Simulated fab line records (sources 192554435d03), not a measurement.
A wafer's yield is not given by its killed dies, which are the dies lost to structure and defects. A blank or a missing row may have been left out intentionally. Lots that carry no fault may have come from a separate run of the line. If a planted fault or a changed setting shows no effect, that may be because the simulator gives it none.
Chamber matching || flow n5_finfet || 4 sister chambers for N5_BEOL_M1_VIA_ETCH_34 on rie_diel-05
The step etches the open film in C4F6/O2, target depth 67.8 nm, time 64.4 s. 14 wafers are shown with their chamber, then 7 later ones without.

WAFERS WITH THEIR CHAMBER
{"wafer": "L077.1", "chamber": 3, "drypump_motor_current_A (A)": 6.4, "throttle_valve_pct (%)": 31.09, "showerhead_plenum_p_Torr (Torr)": 2.84}
{"wafer": "L077.2", "chamber": 2, "drypump_motor_current_A (A)": 6.2, "throttle_valve_pct (%)": 30.77, "showerhead_plenum_p_Torr (Torr)": 2.79}
{"wafer": "L077.5", "chamber": 1, "drypump_motor_current_A (A)": 5.3, "throttle_valve_pct (%)": 30.63, "showerhead_plenum_p_Torr (Torr)": 2.90}
{"wafer": "L086.1", "chamber": 0, "drypump_motor_current_A (A)": 5.8, "throttle_valve_pct (%)": 30.59, "showerhead_plenum_p_Torr (Torr)": 2.81}
{"wafer": "L086.4", "chamber": 1, "drypump_motor_current_A (A)": 5.3, "throttle_valve_pct (%)": 30.64, "showerhead_plenum_p_Torr (Torr)": 2.90}
{"wafer": "L086.6", "chamber": 2, "drypump_motor_current_A (A)": 6.2, "throttle_valve_pct (%)": 30.77, "showerhead_plenum_p_Torr (Torr)": 2.79}
{"wafer": "L089.2", "chamber": 2, "drypump_motor_current_A (A)": 6.2, "throttle_valve_pct (%)": 30.78, "showerhead_plenum_p_Torr (Torr)": 2.78}
{"wafer": "L089.4", "chamber": 3, "drypump_motor_current_A (A)": 6.4, "throttle_valve_pct (%)": 31.10, "showerhead_plenum_p_Torr (Torr)": 2.83}
{"wafer": "L089.5", "chamber": 3, "drypump_motor_current_A (A)": 6.4, "throttle_valve_pct (%)": 31.11, "showerhead_plenum_p_Torr (Torr)": 2.83}
{"wafer": "L091.1", "chamber": 3, "drypump_motor_current_A (A)": 6.4, "throttle_valve_pct (%)": 31.12, "showerhead_plenum_p_Torr (Torr)": 2.83}
{"wafer": "L091.4", "chamber": 2, "drypump_motor_current_A (A)": 6.2, "throttle_valve_pct (%)": 30.80, "showerhead_plenum_p_Torr (Torr)": 2.78}
{"wafer": "L091.6", "chamber": 3, "drypump_motor_current_A (A)": 6.4, "throttle_valve_pct (%)": 31.12, "showerhead_plenum_p_Torr (Torr)": 2.83}
{"wafer": "L093.1", "chamber": 0, "drypump_motor_current_A (A)": 5.8, "throttle_valve_pct (%)": 30.59, "showerhead_plenum_p_Torr (Torr)": 2.81}
{"wafer": "L093.3", "chamber": 3, "drypump_motor_current_A (A)": 6.3, "throttle_valve_pct (%)": 31.10, "showerhead_plenum_p_Torr (Torr)": 2.83}

SIGNATURES, as means of the wafers listed above
{"reading": "drypump_motor_current_A", "chamber 0": 5.800, "chamber 1": 5.300, "chamber 2": 6.200, "chamber 3": 6.383, "scatter within a chamber": 0.0289}
{"reading": "throttle_valve_pct", "chamber 0": 30.5900, "chamber 1": 30.6350, "chamber 2": 30.7800, "chamber 3": 31.1067, "scatter within a chamber": 0.0118}
{"reading": "showerhead_plenum_p_Torr", "chamber 0": 2.8100, "chamber 1": 2.9000, "chamber 2": 2.7850, "chamber 3": 2.8317, "scatter within a chamber": 0.00428}
Rule: a wafer lies at a distance from a chamber equal to the root of the sum of squares, over the readings, of (its reading less the chamber's mean, divided by the reading's scatter). If the next closest chamber is less than 2 further off than the closest, the wafer can't be placed; otherwise it belongs to the closest. The scatter: take each reading less its chamber's mean, square it, sum over the shown wafers, divide by the number of wafers less the number of chambers, and take the root.

WAFERS WITHOUT THEIR CHAMBER
{"wafer": "L093.5", "drypump_motor_current_A (A)": 5.3, "throttle_valve_pct (%)": 30.63, "showerhead_plenum_p_Torr (Torr)": 2.89}
{"wafer": "L096.1", "drypump_motor_current_A (A)": 6.2, "throttle_valve_pct (%)": 30.80, "showerhead_plenum_p_Torr (Torr)": 2.78}
{"wafer": "L096.2", "drypump_motor_current_A (A)": 6.4, "throttle_valve_pct (%)": 31.11, "showerhead_plenum_p_Torr (Torr)": 2.83}
{"wafer": "L096.3", "drypump_motor_current_A (A)": 5.8, "throttle_valve_pct (%)": 30.62, "showerhead_plenum_p_Torr (Torr)": 2.80}
{"wafer": "L094.1", "drypump_motor_current_A (A)": 6.2, "throttle_valve_pct (%)": 30.81, "showerhead_plenum_p_Torr (Torr)": 2.78}
{"wafer": "L094.4", "drypump_motor_current_A (A)": 5.4, "throttle_valve_pct (%)": 30.65, "showerhead_plenum_p_Torr (Torr)": 2.88}
{"wafer": "L094.5", "drypump_motor_current_A (A)": 5.3, "throttle_valve_pct (%)": 30.65, "showerhead_plenum_p_Torr (Torr)": 2.88}

WHICH CHAMBER EACH WENT THROUGH
{"wafer": "L093.5", "from the rows above": 1, "in truth": 1}
{"wafer": "L096.1", "from the rows above": 2, "in truth": 2}
{"wafer": "L096.2", "from the rows above": 3, "in truth": 3}
{"wafer": "L096.3", "from the rows above": 0, "in truth": 0}
{"wafer": "L094.1", "from the rows above": 2, "in truth": 2}
{"wafer": "L094.4", "from the rows above": 1, "in truth": 1}
{"wafer": "L094.5", "from the rows above": 1, "in truth": 1}
Correctly placed: 7 of 7. Number that these rows cannot place: 0. Placed wrongly: 0.
